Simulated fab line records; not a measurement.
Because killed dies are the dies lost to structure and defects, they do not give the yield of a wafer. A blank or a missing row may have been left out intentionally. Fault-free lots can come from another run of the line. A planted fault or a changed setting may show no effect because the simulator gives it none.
fab line records	flow nand_harc	part 1 of 2: steps 1 to 24 of 30
[record] lots = 5	wafers = 15	last_day = 24
route steps=1159 shown A_STAIRCASE@591
lots that met no fault: from a run of the same line without faults
start_h: start of the lot's first displayed wafer, in hours after the record's first day	wait_h: how many hours have passed since the lot's step before this one	" same as the row above	L1.1+2: several wafers, shown together as one row	- value missing, or start not given	* or withheld: withheld	< > ~ a bound
route shown NAME@n: NAME is a module with steps in the file, n the number in the route of the first one	usual: mean/standard deviation taken from wafers without a fault	same: alike in all rows	chamber/n: place in a boat	sites: the reading at each site	_std_site: standard deviation of those values	_edge_site: mean of outer sites minus mean of inner sites	radius_mm: how far each site lies from the wafer's centre	mask NAME#n: copy n	behind: the last tool/chamber to shape the wafer	hold: what put the lot on hold/how long, in hours/how the hold closed	device: the n, p or np transistor that did not switch	end of line: tests of these same wafers at the route's end	a step given without rows: its recipe and nothing more	killed: the dies lost at the first sort to structure and to defects; this is not the yield of the wafer	map: per-die view of a wafer (x killed, . not killed, _ where there is no die)
set.NAME: the setting the step ran with; set.NAME@STEP: the setting that earlier step ran with	model.NAME: the simulator's own value behind a step, which no gauge read
lots at some steps of the route; a table a step, a row a wafer
services: the hour from which a tool's chamber was out of use, counted from the record's first day as start_h (under 0 if before that day), plus the number of hours and why
[[steps]]
[step NHARC_A_STAIRCASE_ETCH_197]
[recipe] target_depth_a = 1000	time_s = 40.5	ion_energy_ev = 400	c4f8_flow_sccm = 20	o2_flow_sccm = 10	ar_flow_sccm = withheld	rf_w = 600	bias_w = 1000	chemistry = C4F8/O2
[usual] oes_product_au = 0.949/0.016	rf_vpp_V = 897/5.1
lot.wafer	tool	chamber	start_h	wait_h	oes_product_au	rf_hours_counter_h	rf_vpp_V
L074.3	rie_diel-02	3	-	-	0.975	33	886
L074.2	"	2	"	"	0.965	33	898
L074.6	"	0	"	"	0.951	-	887
L079.1	rie_diel-06	1	-	-	0.962	9	896
L079.4	"	2	"	"	0.935	8	898
L079.5	"	3	"	"	0.944	-	899
L086.3	rie_diel-06	0	-	-	0.963	27	891
L086.2	"	3	"	"	0.985	27	899
L086.5	"	1	"	"	0.978	-	896
L088.2	rie_diel-06	0	-	-	0.952	29	888
L088.4	"	1	"	"	0.951	28	896
L088.5	"	0	"	"	0.954	-	888
L096.3	rie_diel-06	2	-	-	0.948	39	899
L096.4	"	3	"	"	0.951	44	899
L096.2	"	0	"	"	0.983	45	890
[step NHARC_A_STAIRCASE_TRIM_198]
[recipe] time_s = 211.2	o2_flow_sccm = 500	ar_flow_sccm = 0	bias_w = 0	chemistry = O2
[usual] drypump_motor_current_A = 6.1/0.35	oes_product_au = 1.000/0.0097	rf_vpp_V = 57.8/0.94	showerhead_plenum_p_Torr = 3.56/0.13	throttle_valve_pct = 17.036/0.0085
lot.wafer	tool	chamber	start_h	wait_h	drypump_motor_current_A	oes_product_au	rf_hours_counter_h	rf_vpp_V	showerhead_plenum_p_Torr	throttle_valve_pct
L074.2	rie_diel-02	2	-	-	6.3	0.991	33	58.6	3.61	17.024
L074.3	"	3	"	"	5.8	0.997	33	56.8	3.29	17.035
L074.6	"	2	"	"	6.3	0.981	-	57.6	3.61	17.044
L079.4	rie_diel-06	0	-	-	6.4	1.004	8	57.7	3.37	17.029
L079.1	"	2	"	"	6.5	0.981	8	57.9	3.59	17.044
L079.5	"	0	"	"	6.4	1.001	-	57.8	3.37	17.022
L086.2	rie_diel-06	0	-	-	6.3	1.012	28	56.5	3.36	17.025
L086.3	"	3	"	"	5.7	0.995	27	57.1	3.59	17.032
L086.5	"	1	"	"	6.3	1.011	-	58.5	3.50	17.046
L088.4	rie_diel-06	1	-	-	6.3	1.010	28	56.6	3.50	17.037
L088.2	"	3	"	"	5.7	1.003	28	57.5	3.59	17.032
L088.5	"	2	"	"	6.4	0.994	-	56.5	3.59	17.028
L096.3	rie_diel-06	1	-	-	6.2	1.005	43	58.4	3.49	17.033
L096.4	"	3	"	"	5.8	1.002	44	59.5	3.58	17.022
L096.2	"	0	"	"	6.4	1.013	45	58.1	3.35	17.032
[step NHARC_A_STAIRCASE_ETCH_199]
[recipe] target_depth_a = 1000	time_s = 40.5	ion_energy_ev = 400	c4f8_flow_sccm = 20	o2_flow_sccm = 10	ar_flow_sccm = withheld	rf_w = 600	bias_w = 1000	chemistry = C4F8/O2
[usual] oes_product_au = 0.945/0.013	rf_vpp_V = 897/5.2
lot.wafer	tool	chamber	start_h	wait_h	oes_product_au	rf_hours_counter_h	rf_vpp_V
L074.3	rie_diel-02	2	-	-	0.936	33	899
L074.2	"	1	"	"	0.952	29	902
L074.6	"	2	"	"	0.944	-	898
L079.4	rie_diel-06	3	-	-	0.934	8	899
L079.1	"	2	"	"	0.926	8	898
L079.5	"	3	"	"	0.941	-	900
L086.2	rie_diel-06	0	-	-	0.971	28	890
L086.3	"	1	"	"	0.952	27	894
L086.5	"	3	"	"	0.940	-	899
L088.2	rie_diel-06	0	-	-	0.948	29	889
L088.4	"	1	"	"	0.950	28	894
L088.5	"	3	"	"	0.937	-	898
L096.4	rie_diel-06	3	-	-	0.956	44	896
L096.3	"	0	"	"	0.961	45	888
L096.2	"	1	"	"	0.955	44	894
[step NHARC_A_STAIRCASE_TRIM_200]
[recipe] time_s = 211.2	o2_flow_sccm = 500	ar_flow_sccm = 0	bias_w = 0	chemistry = O2
[usual] drypump_motor_current_A = 6.2/0.35	oes_product_au = 1.000/0.01	rf_vpp_V = 58.0/0.81	showerhead_plenum_p_Torr = 3.57/0.13	throttle_valve_pct = 17.036/0.009
lot.wafer	tool	chamber	start_h	wait_h	drypump_motor_current_A	oes_product_au	rf_hours_counter_h	rf_vpp_V	showerhead_plenum_p_Torr	throttle_valve_pct
L074.2	rie_diel-02	0	-	-	5.7	0.986	32	57.2	3.28	17.034
L074.3	"	3	"	"	5.9	0.991	33	57.1	3.29	17.042
L074.6	"	1	"	"	6.7	0.993	-	58.8	3.68	17.017
L079.1	rie_diel-06	2	-	-	6.5	0.995	8	58.1	3.59	17.024
L079.4	"	0	"	"	6.3	1.013	8	56.8	3.37	17.034
L079.5	"	1	"	"	6.2	1.003	-	57.6	3.51	17.033
L086.2	rie_diel-06	0	-	-	6.4	1.009	28	57.0	3.36	17.057
L086.3	"	1	"	"	6.2	1.003	27	58.0	3.50	17.022
L086.5	"	0	"	"	6.4	1.011	-	57.2	3.36	17.041
L088.2	rie_diel-06	2	-	-	6.4	0.989	23	57.8	3.59	17.043
L088.4	"	3	"	"	5.7	1.007	29	58.0	3.59	17.041
L088.5	"	1	"	"	6.3	1.005	-	58.4	3.50	17.026
L096.2	rie_diel-06	3	-	-	5.7	0.995	44	58.2	3.58	17.028
L096.4	"	0	"	"	6.3	1.005	45	57.8	3.35	17.033
L096.3	"	1	"	"	6.3	1.004	44	57.2	3.49	17.026
[step NHARC_A_STAIRCASE_ETCH_201]
[recipe] target_depth_a = 1000	time_s = 40.5	ion_energy_ev = 400	c4f8_flow_sccm = 20	o2_flow_sccm = 10	ar_flow_sccm = withheld	rf_w = 600	bias_w = 1000	chemistry = C4F8/O2
[usual] oes_product_au = 0.943/0.013	rf_vpp_V = 897/4.8
lot.wafer	tool	chamber	start_h	wait_h	oes_product_au	rf_hours_counter_h	rf_vpp_V
L074.2	rie_diel-02	1	-	-	0.943	29	901
L074.3	"	3	"	"	0.929	33	885
L074.6	"	1	"	"	0.941	-	902
L079.1	rie_diel-06	2	-	-	0.925	8	898
L079.4	"	0	"	"	0.957	8	890
L079.5	"	3	"	"	0.942	-	898
L086.3	rie_diel-06	0	-	-	0.949	28	889
L086.2	"	1	"	"	0.949	27	895
L086.5	"	3	"	"	0.934	-	900
L088.4	rie_diel-06	2	-	-	0.932	23	897
L088.2	"	0	"	"	0.952	29	889
L088.5	"	1	"	"	0.944	-	895
L096.2	rie_diel-06	2	-	-	0.930	39	898
L096.4	"	0	"	"	0.955	45	889
L096.3	"	1	"	"	0.952	44	894
[step NHARC_A_STAIRCASE_TRIM_202]
[recipe] time_s = 211.2	o2_flow_sccm = 500	ar_flow_sccm = 0	bias_w = 0	chemistry = O2
[usual] drypump_motor_current_A = 6.1/0.35	oes_product_au = 1.001/0.011	rf_vpp_V = 57.9/0.8	showerhead_plenum_p_Torr = 3.56/0.13	throttle_valve_pct = 17.036/0.01
lot.wafer	tool	chamber	start_h	wait_h	drypump_motor_current_A	oes_product_au	rf_hours_counter_h	rf_vpp_V	showerhead_plenum_p_Torr	throttle_valve_pct
L074.2	rie_diel-02	0	-	-	5.7	0.997	32	56.8	3.28	17.032
L074.3	"	3	"	"	5.8	0.993	33	59.5	3.29	17.047
L074.6	"	0	"	"	5.7	0.988	-	55.5	3.28	17.045
L079.4	rie_diel-06	3	-	-	5.7	1.002	8	58.0	3.60	17.039
L079.1	"	0	"	"	6.4	1.009	8	56.6	3.37	17.035
L079.5	"	3	"	"	5.7	1.006	-	57.7	3.60	17.034
L086.2	rie_diel-06	3	-	-	5.7	0.986	28	58.0	3.59	17.038
L086.3	"	0	"	"	6.4	1.000	28	55.4	3.36	17.024
L086.5	"	1	"	"	6.3	1.004	-	58.9	3.50	17.036
L088.4	rie_diel-06	2	-	-	6.4	0.987	23	57.2	3.58	17.052
L088.2	"	3	"	"	5.8	1.015	29	57.7	3.59	17.033
L088.5	"	1	"	"	6.3	1.010	-	57.3	3.50	17.033
L096.3	rie_diel-06	3	-	-	5.7	1.000	44	59.1	3.58	17.032
L096.4	"	0	"	"	6.3	1.008	45	57.3	3.35	17.041
L096.2	"	1	"	"	6.3	1.002	44	57.8	3.49	17.025
[step NHARC_A_STAIRCASE_ETCH_203]
[recipe] target_depth_a = 1000	time_s = 40.5	ion_energy_ev = 400	c4f8_flow_sccm = 20	o2_flow_sccm = 10	ar_flow_sccm = withheld	rf_w = 600	bias_w = 1000	chemistry = C4F8/O2
[usual] oes_product_au = 0.943/0.013	rf_vpp_V = 897/4.9
lot.wafer	tool	chamber	start_h	wait_h	oes_product_au	rf_hours_counter_h	rf_vpp_V
L074.3	rie_diel-02	1	-	-	0.944	29	903
L074.2	"	3	"	"	0.933	33	886
L074.6	"	1	"	"	0.936	-	902
L079.4	rie_diel-06	3	-	-	0.942	8	899
L079.1	"	1	"	"	0.952	9	896
L079.5	"	0	"	"	0.951	-	890
L086.2	rie_diel-06	0	-	-	0.961	28	890
L086.3	"	3	"	"	0.956	28	897
L086.5	"	1	"	"	0.973	-	896
L088.2	rie_diel-06	2	-	-	0.921	24	898
L088.4	"	0	"	"	0.947	29	891
L088.5	"	3	"	"	0.942	-	898
L096.3	rie_diel-06	3	-	-	0.923	44	899
L096.4	"	1	"	"	0.933	44	895
L096.2	"	2	"	"	0.912	39	899
[step NHARC_A_STAIRCASE_STRIP_205]
[recipe] power_w = 1500	temp_c = 250	chemistry = O2
[usual] drypump_motor_current_A = 5.9/0.42	heater_power_w = 303/17
lot.wafer	tool	chamber	start_h	wait_h	drypump_motor_current_A	heater_power_w	rf_hours_counter_h
L074.2	plasma_asher-01	1	240.54	0.5	5.3	310	47
L074.3	"	1	"	"	5.3	305	-
L074.6	"	0	"	"	6.2	293	-
L079.1	plasma_asher-02	1	271.25	0.1	5.9	277	15
L079.4	"	1	"	"	5.8	288	-
L079.5	"	0	"	"	6.4	330	-
L086.2	plasma_asher-01	1	327.98	0.1	5.3	309	14
L086.3	"	0	"	"	6.1	292	-
L086.5	"	1	"	"	5.3	312	-
L088.2	plasma_asher-01	1	330.65	0.1	5.3	316	14
L088.4	"	0	"	"	6.1	287	-
L088.5	"	1	"	"	5.3	321	-
L096.2	plasma_asher-01	0	373.12	0.2	6.2	292	34
L096.3	"	0	"	"	6.1	295	-
L096.4	"	1	"	"	5.3	313	-
[step NHARC_A_STAIRCASE_STRIP_206]
[recipe] time_s = 900	temp_c = 130	chemistry = SPM
lot.wafer	tool	chamber	start_h	wait_h
L074.3+2+6	wet_bench-04	0,1,4	240.89	0.2
L079.5+1+4	wet_bench-06	7,1,3	271.56	0.1
L086.3+2+5	wet_bench-09	2,3,4	328.33	0.2
L088.2+4+5	wet_bench-04	0,2,4	330.96	0.3
L096.3+4+2	wet_bench-04	2,5,6	373.48	0.2
[step NHARC_A_STAIRCASE_PRECLEAN_207]
[recipe] time_s = *	temp_c = 50	bath_age_min = 0	chemistry = SC1
lot.wafer	tool	chamber	start_h	wait_h
L074.3+2+6	wet_bench-04	0,1,4	-	-
L079.5+1+4	wet_bench-06	7,1,3	-	-
L086.3+2+5	wet_bench-09	2,3,4	-	-
L088.2+4+5	wet_bench-04	0,2,4	-	-
L096.3+4+2	wet_bench-04	2,5,6	-	-
[step NHARC_A_STAIRCASE_SRD_208]
lot.wafer	tool	chamber	start_h	wait_h
L074.3+2+6	wet_bench-04	0,1,4	-	-
L079.5+1+4	wet_bench-06	7,1,3	-	-
L086.3+2+5	wet_bench-09	2,3,4	-	-
L088.2+4+5	wet_bench-04	0,2,4	-	-
L096.3+4+2	wet_bench-04	2,5,6	-	-
[step NHARC_A_STAIRCASE_DEHYDRATE_209]
[recipe] temp_c = 150	time_s = 120
lot.wafer	tool	chamber	start_h	wait_h
L074.2+3+6	litho_track-03	0	241.35	-
L079.1+4+5	litho_track-02	0	272.01	-
L086.2+3+5	litho_track-02	0	328.78	-
L088.2+4+5	litho_track-03	0	331.41	-
L096.2+3+4	litho_track-02	0	373.93	-
[step NHARC_A_STAIRCASE_HMDS_210]
[recipe] time_s = 30
lot.wafer	tool	chamber	start_h	wait_h
L074.2+3+6	litho_track-03	0	-	-
L079.1+4+5	litho_track-02	0	-	-
L086.2+3+5	litho_track-02	0	-	-
L088.2+4+5	litho_track-03	0	-	-
L096.2+3+4	litho_track-02	0	-	-
[step NHARC_A_STAIRCASE_COAT_211]
[recipe] spin_rpm = 1200
lot.wafer	tool	chamber	start_h	wait_h
L074.2+3+6	litho_track-03	0	-	-
L079.1+4+5	litho_track-02	0	-	-
L086.2+3+5	litho_track-02	0	-	-
L088.2+4+5	litho_track-03	0	-	-
L096.2+3+4	litho_track-02	0	-	-
[step NHARC_A_STAIRCASE_SOFTBAKE_212]
[recipe] temp_c = 135	time_s = 170
lot.wafer	tool	chamber	start_h	wait_h
L074.2+3+6	litho_track-03	0	-	-
L079.1+4+5	litho_track-02	0	-	-
L086.2+3+5	litho_track-02	0	-	-
L088.2+4+5	litho_track-03	0	-	-
L096.2+3+4	litho_track-02	0	-	-
[step NHARC_A_STAIRCASE_EBR_213]
lot.wafer	tool	chamber	start_h	wait_h
L074.2+3+6	litho_track-03	0	-	-
L079.1+4+5	litho_track-02	0	-	-
L086.2+3+5	litho_track-02	0	-	-
L088.2+4+5	litho_track-03	0	-	-
L096.2+3+4	litho_track-02	0	-	-
[step NHARC_A_STAIRCASE_EXPOSE_214]
[recipe] na = 0.5	dose_mj = 31.26	mask_id = STAIR_3
[usual] stage_vel_mm_s = 500.01/0.23
lot.wafer	tool	chamber	start_h	wait_h	mask	stage_vel_mm_s
L074.2	krf_scanner-03	0	241.69	-	STAIR_3#0	500.09
L074.3	"	0	"	"	STAIR_3#0	500.13
L074.6	"	0	"	"	STAIR_3#0	500.02
L079.1	krf_scanner-03	0	272.22	-	STAIR_3#0	500.13
L079.4	"	0	"	"	STAIR_3#0	500.08
L079.5	"	0	"	"	STAIR_3#0	500.03
L086.2	krf_scanner-04	0	329.12	-	STAIR_3#0	500.01
L086.3	"	0	"	"	STAIR_3#0	499.92
L086.5	"	0	"	"	STAIR_3#0	499.85
L088.2	krf_scanner-03	0	331.62	-	STAIR_3#0	500.13
L088.4	"	0	"	"	STAIR_3#0	500.05
L088.5	"	0	"	"	STAIR_3#0	500.59
L096.2	krf_scanner-03	0	374.27	-	STAIR_3#0	499.82
L096.3	"	0	"	"	STAIR_3#0	499.69
L096.4	"	0	"	"	STAIR_3#0	499.51
[step NHARC_A_STAIRCASE_PEB_215]
[recipe] peb_temp_c = 115	peb_time_s = 130
lot.wafer	tool	chamber	start_h	wait_h
L074.2+3+6	litho_track-03	0	241.76	0.1
L079.1+4+5	litho_track-03	0	272.28	0.1
L086.2+3+5	litho_track-02	0	329.18	0.1
L088.2+4+5	litho_track-03	0	331.68	0.1
L096.2+3+4	litho_track-03	0	374.33	0.1
[step NHARC_A_STAIRCASE_DEVELOP_216]
[recipe] time_s = 140
lot.wafer	tool	chamber	start_h	wait_h
L074.2+3+6	litho_track-03	0	-	-
L079.1+4+5	litho_track-03	0	-	-
L086.2+3+5	litho_track-02	0	-	-
L088.2+4+5	litho_track-03	0	-	-
L096.2+3+4	litho_track-03	0	-	-
[step NHARC_A_STAIRCASE_HARDBAKE_218]
[recipe] temp_c = 120	time_s = 140
lot.wafer	tool	chamber	start_h	wait_h
L074.2+3+6	litho_track-02	0	241.98	-
L079.1+4+5	litho_track-03	0	272.50	-
L086.2+3+5	litho_track-02	0	329.40	-
L088.2+4+5	litho_track-02	0	331.91	-
L096.2+3+4	litho_track-03	0	374.55	-
[step NHARC_A_STAIRCASE_DESCUM_219]
[recipe] time_s = 3	o2_flow_sccm = 200	ar_flow_sccm = 0	bias_power_w = 0	chemistry = O2
[usual] drypump_motor_current_A = 6.1/0.37	oes_product_au = 0.999/0.011	rf_vpp_V = 57.8/1	showerhead_plenum_p_Torr = 1.92/0.085	throttle_valve_pct = 11.313/0.0095
lot.wafer	tool	chamber	start_h	wait_h	drypump_motor_current_A	oes_product_au	rf_hours_counter_h	rf_vpp_V	showerhead_plenum_p_Torr	throttle_valve_pct
L074.2	rie_diel-02	2	242.08	-	6.3	0.989	35	57.9	1.96	11.329
L074.3	"	3	"	"	5.9	0.995	34	57.6	1.77	11.330
L074.6	"	3	"	"	5.9	0.984	-	57.7	1.77	11.299
L079.1	rie_diel-07	1	272.59	-	5.4	1.026	13	57.2	1.89	11.318
L079.4	"	0	"	"	6.3	1.003	13	59.2	2.00	11.323
L079.5	"	1	"	"	5.4	1.008	-	58.3	1.89	11.307
L086.2	rie_diel-07	1	329.49	-	5.4	1.011	27	57.1	1.89	11.315
L086.3	"	3	"	"	5.5	0.985	31	58.8	2.00	11.322
L086.5	"	2	"	"	6.0	0.989	-	55.9	2.04	11.327
L088.2	rie_diel-06	2	332.00	-	6.5	0.987	25	57.8	1.95	11.309
L088.4	"	1	"	"	6.2	1.010	29	55.1	1.90	11.311
L088.5	"	2	"	"	6.4	0.983	-	57.7	1.95	11.313
L096.4	rie_diel-06	1	374.64	-	6.2	1.005	44	58.2	1.89	11.306
L096.2	"	2	"	"	6.4	0.976	40	57.2	1.94	11.319
L096.3	"	3	"	"	5.7	0.996	45	59.6	1.94	11.300
[step NHARC_A_STAIRCASE_TRIM_220]
[recipe] time_s = 211.2	o2_flow_sccm = 500	ar_flow_sccm = 0	bias_w = 0	chemistry = O2
[usual] drypump_motor_current_A = 6.1/0.37	oes_product_au = 0.999/0.011	rf_vpp_V = 57.9/0.89	showerhead_plenum_p_Torr = 3.55/0.15	throttle_valve_pct = 17.037/0.0087
lot.wafer	tool	chamber	start_h	wait_h	drypump_motor_current_A	oes_product_au	rf_hours_counter_h	rf_vpp_V	showerhead_plenum_p_Torr	throttle_valve_pct
L074.2	rie_diel-02	2	242.20	0.1	6.3	0.986	35	58.3	3.61	17.037
L074.3	"	3	"	"	5.8	0.992	34	58.1	3.29	17.020
L074.6	"	0	"	"	5.7	0.993	-	56.6	3.28	17.044
L079.4	rie_diel-07	1	272.69	0.1	5.5	1.019	13	59.0	3.49	17.035
L079.1	"	2	"	"	6.1	1.011	13	59.2	3.76	17.043
L079.5	"	0	"	"	6.3	1.008	-	58.8	3.68	17.017
L086.2	rie_diel-07	3	329.58	0.1	5.5	0.985	31	57.0	3.67	17.033
L086.3	"	0	"	"	6.3	1.006	33	58.7	3.67	17.032
L086.5	"	0	"	"	6.3	1.001	-	58.2	3.67	17.031
L088.4	rie_diel-06	3	332.10	0.1	5.7	1.005	30	57.8	3.59	17.041
L088.2	"	1	"	"	6.3	1.008	29	55.5	3.50	17.033
L088.5	"	2	"	"	6.4	0.990	-	57.9	3.58	17.042
L096.2	rie_diel-06	1	374.72	0.1	6.2	1.007	44	58.9	3.49	17.042
L096.4	"	2	"	"	6.5	0.983	40	58.1	3.58	17.032
L096.3	"	3	"	"	5.7	1.007	45	59.5	3.58	17.056
[step NHARC_A_STAIRCASE_ETCH_221]
[recipe] target_depth_a = 1000	time_s = 40.5	ion_energy_ev = 400	c4f8_flow_sccm = 20	o2_flow_sccm = 10	ar_flow_sccm = withheld	rf_w = 600	bias_w = 1000	chemistry = C4F8/O2
[usual] oes_product_au = 0.938/0.018	rf_vpp_V = 897/5.2
lot.wafer	tool	chamber	start_h	wait_h	oes_product_au	rf_hours_counter_h	rf_vpp_V
L074.3	rie_diel-02	2	-	-	0.929	35	899
L074.2	"	0	"	"	0.933	33	886
L074.6	"	3	"	"	0.918	-	886
L079.1	rie_diel-07	0	-	-	0.953	13	901
L079.4	"	1	"	"	0.959	13	895
L079.5	"	2	"	"	0.960	-	904
L086.3	rie_diel-07	1	-	-	0.950	27	894
L086.2	"	3	"	"	0.932	32	901
L086.5	"	1	"	"	0.954	-	895
L088.4	rie_diel-06	2	-	-	0.936	25	899
L088.2	"	0	"	"	0.978	30	890
L088.5	"	2	"	"	0.939	-	898
L096.3	rie_diel-06	1	-	-	0.941	44	895
L096.2	"	2	"	"	0.929	40	899
L096.4	"	3	"	"	0.953	45	898
[step NHARC_A_STAIRCASE_TRIM_222]
[recipe] time_s = 211.2	o2_flow_sccm = 500	ar_flow_sccm = 0	bias_w = 0	chemistry = O2
[usual] drypump_motor_current_A = 6.1/0.37	oes_product_au = 0.999/0.011	rf_vpp_V = 57.8/0.81	showerhead_plenum_p_Torr = 3.54/0.14	throttle_valve_pct = 17.036/0.009
lot.wafer	tool	chamber	start_h	wait_h	drypump_motor_current_A	oes_product_au	rf_hours_counter_h	rf_vpp_V	showerhead_plenum_p_Torr	throttle_valve_pct
L074.2	rie_diel-02	1	-	-	6.7	1.011	31	57.5	3.68	17.037
L074.3	"	2	"	"	6.3	0.981	35	56.8	3.61	17.030
L074.6	"	3	"	"	5.8	0.987	-	57.7	3.29	17.044
L079.4	rie_diel-07	1	-	-	5.4	1.028	13	59.2	3.49	17.036
L079.1	"	2	"	"	6.0	1.011	13	59.0	3.76	17.039
L079.5	"	0	"	"	6.3	1.013	-	57.8	3.68	17.037
L086.2	rie_diel-07	3	-	-	5.5	0.998	32	58.1	3.67	17.020
L086.3	"	2	"	"	6.1	1.001	31	59.3	3.75	17.036
L086.5	"	0	"	"	6.3	1.012	-	58.2	3.67	17.045
L088.2	rie_diel-06	0	-	-	6.4	1.008	30	59.1	3.36	17.022
L088.4	"	3	"	"	5.7	1.006	30	59.3	3.59	17.034
L088.5	"	1	"	"	6.3	1.017	-	58.5	3.50	17.031
L096.2	rie_diel-06	2	-	-	6.5	0.988	40	58.2	3.58	17.017
L096.4	"	3	"	"	5.7	1.000	45	58.1	3.58	17.033
L096.3	"	1	"	"	6.2	1.002	44	57.4	3.49	17.057
